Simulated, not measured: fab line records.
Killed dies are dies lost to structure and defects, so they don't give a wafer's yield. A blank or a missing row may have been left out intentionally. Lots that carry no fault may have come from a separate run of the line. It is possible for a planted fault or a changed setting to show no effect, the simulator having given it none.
Split-lot experiment    flow n5-finfet    route with 1938 steps; 7 lots, 21 wafers read

## ABOUT THE SPLIT
At N5_SDB_HM_DEP_00 (deposits SiNx from SiH4/NH3/N2, target thk 40 nm, time 35.3 s), the setting time-s was moved away from the recipe's 35.3 s on 5 of the 21 wafers read, by -10.3% to +12.4%. All remaining wafers had this setting at the recipe value.

## FROM THE SPLIT TO THE READING: what the file shows between them, 12 steps
- N5_SDB_EXPOSE_08: exposes mask SDB (also split here: dose-mj)
- N5_SDB_PEB_09: peb time 60 s
- N5_SDB_DEVELOP_10: develop time 30 s
- N5_SDB_CD_MEAS_11: target cd 50 nm
- N5_SDB_STRIP_19: strips in N2/H2
- N5_SDB_STRIP_21: strips in CF4
- N5_SDB_HM_OPEN_20: chemistry CH3F/O2, target SiNx, stops on poly-Si, target depth 24 nm
- N5_SDB_STRIP_22: strips in N2/H2
- N5_SDB_PRECLEAN_23: cleans in dHF, time 30 s
- N5_SDB_DUMMY_REMOVE_24: chemistry TMAH, target poly-Si, stops on SiO2, target depth 142 nm, time 57 s, rinse time 30 s
- N5_SDB_ETCH_25: etches SiO2 in C4F6/O2, target depth 10 nm, time 3.3 s
- N5_SDB_CUT_ETCH_26: etches Si in HBr/Cl2/O2, target depth 129.6 nm, bt time 20 s, time 51.8 s

## THE READING
SiNx_of_SDB_HM_DEP_00.thk-nm (the simulator's own value, which no gauge read), in nm, at N5_SDB_PRECLEAN_38 (cleans in dHF, time 10 s). The file gives no usual value for it. Here, 16 wafers ran the recipe; their average is 21.9 nm with a standard deviation of 0.32 nm.

wafer   tool, chamber at the split  time-s as run, s  against the recipe  SiNx_of_SDB_HM_DEP_00.thk-nm, nm  against lot-mates on the recipe
L074.1  pecvd-04, 2,0,1             35.3              recipe              22                                -
L074.2  pecvd-04, 2,0,1             35.3              recipe              21.6                              -
L074.3  pecvd-04, 2,0,1             35.3              recipe              22.2                              -
L081.1  pecvd-02, 0                 35.3              recipe              21.6                              -
L081.3  pecvd-02, 2                 31.67             -10.3%              18.8                              -3.3
L081.4  pecvd-02, 1                 35.3              recipe              22.6                              -
L086.3  pecvd-02, 1                 35.3              recipe              22.2                              -
L086.4  pecvd-02, 1                 35.3              recipe              22                                -
L086.5  pecvd-02, 0                 33.83             -4.2%               21.6                              -0.5
L090.1  pecvd-01, 0                 35.3              recipe              21.6                              -
L090.4  pecvd-01, 0                 35.3              recipe              21.6                              -
L090.3  pecvd-01, 2                 35.3              recipe              21.8                              -
L092.3  pecvd-04, 0                 35.3              recipe              21.6                              -
L092.5  pecvd-04, 1                 35.3              recipe              22.4                              -
L092.6  pecvd-04, 0                 35.3              recipe              21.4                              -
L095.3  pecvd-04, 2                 35.3              recipe              21.8                              -
L095.4  pecvd-04, 0                 39.67             +12.4%              27.2                              +5.3
L095.6  pecvd-04, 2                 35.3              recipe              22                                -
L096.1  pecvd-04, 0                 32.83             -7.0%               18.4                              -3.4
L096.3  pecvd-04, 1                 35.3              recipe              21.8                              -
L096.4  pecvd-04, 2                 32.83             -7.0%               19.8                              -2.0
Rows listing several chambers each stand for several wafers; the file does not say which wafer went through which chamber.

FIT RESULTS
A straight line over all 21 wafers: SiNx_of_SDB_HM_DEP_00.thk-nm changes by +0.373 nm for each +1% of time-s; r = +0.95; the points scatter about the line by 0.52 nm.
The same after taking each lot's own level away (the mean of its wafers on the recipe; 21 wafers): +0.377 nm for each +1%; r = +0.96; scatter 0.46 nm.
On that fit, the largest move of time-s shifts the reading by 4.7 nm.
Measured against the standard deviation above, the lots' own levels, which go from 21.67 to 22.10 nm, span 1.3 times it.
Consequently the slope shifts little with the lot-to-lot level, the two slopes agreeing.
Check: +4.18 nm against its lot-mates is what the line predicts for one of the wafers moved furthest among these (+12.4%) when that wafer is left out of the fit. It came out at +5.3 nm against them.

## OTHER SPLITS APPLIED TO THESE WAFERS
Note: prior to the reading, these wafers also went through further splits. Each is held against what the fit with the lots' levels taken away leaves over:
other split on the same wafers      wafers away from the commonest value  r with SiNx_of_SDB_HM_DEP_00.thk-nm (lot level and that fit taken away)
N5_SD_EPI_N_EXPOSE_06 dose-mj       6                                     +0.19
N5_SD_EPI_N_ETCH_45 target-depth-a  5                                     +0.11
N5_SDB_EXPOSE_08 dose-mj            7                                     -0.05

## THE WHOLE CHAIN: every reading that the file lists as answering this split, in the file's order
step                what it does                                                               reading                                                                        change (the file's fit)                r (the file's)
N5_SDB_HM_DEP_00    deposits SiNx from SiH4/NH3/N2, target thk 40 nm, time 35.3 s              SiNx_of_SDB_HM_DEP_00.thk-nm (the simulator's own value, which no gauge read)  +0.382 nm for each +1% of the setting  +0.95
N5_SDB_HM_OPEN_20   chemistry CH3F/O2, target SiNx, stops on poly-Si, target depth 24 nm       etch.depth-nm (the simulator's own value, which no gauge read)                 +0.387 nm for each +1% of the setting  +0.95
N5_SDB_CUT_ETCH_26  etches Si in HBr/Cl2/O2, target depth 129.6 nm, bt time 20 s, time 51.8 s  SiNx_of_SDB_HM_DEP_00.thk-nm (the simulator's own value, which no gauge read)  +0.36 nm for each +1% of the setting   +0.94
N5_SDB_PRECLEAN_38  cleans in dHF, time 10 s                                                   SiNx_of_SDB_HM_DEP_00.thk-nm (the simulator's own value, which no gauge read)  +0.37 nm for each +1% of the setting   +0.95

## THE FILE'S OWN FIT
SiNx_of_SDB_HM_DEP_00.thk-nm changes by +0.37 nm for each +1% of time-s, r = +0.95.
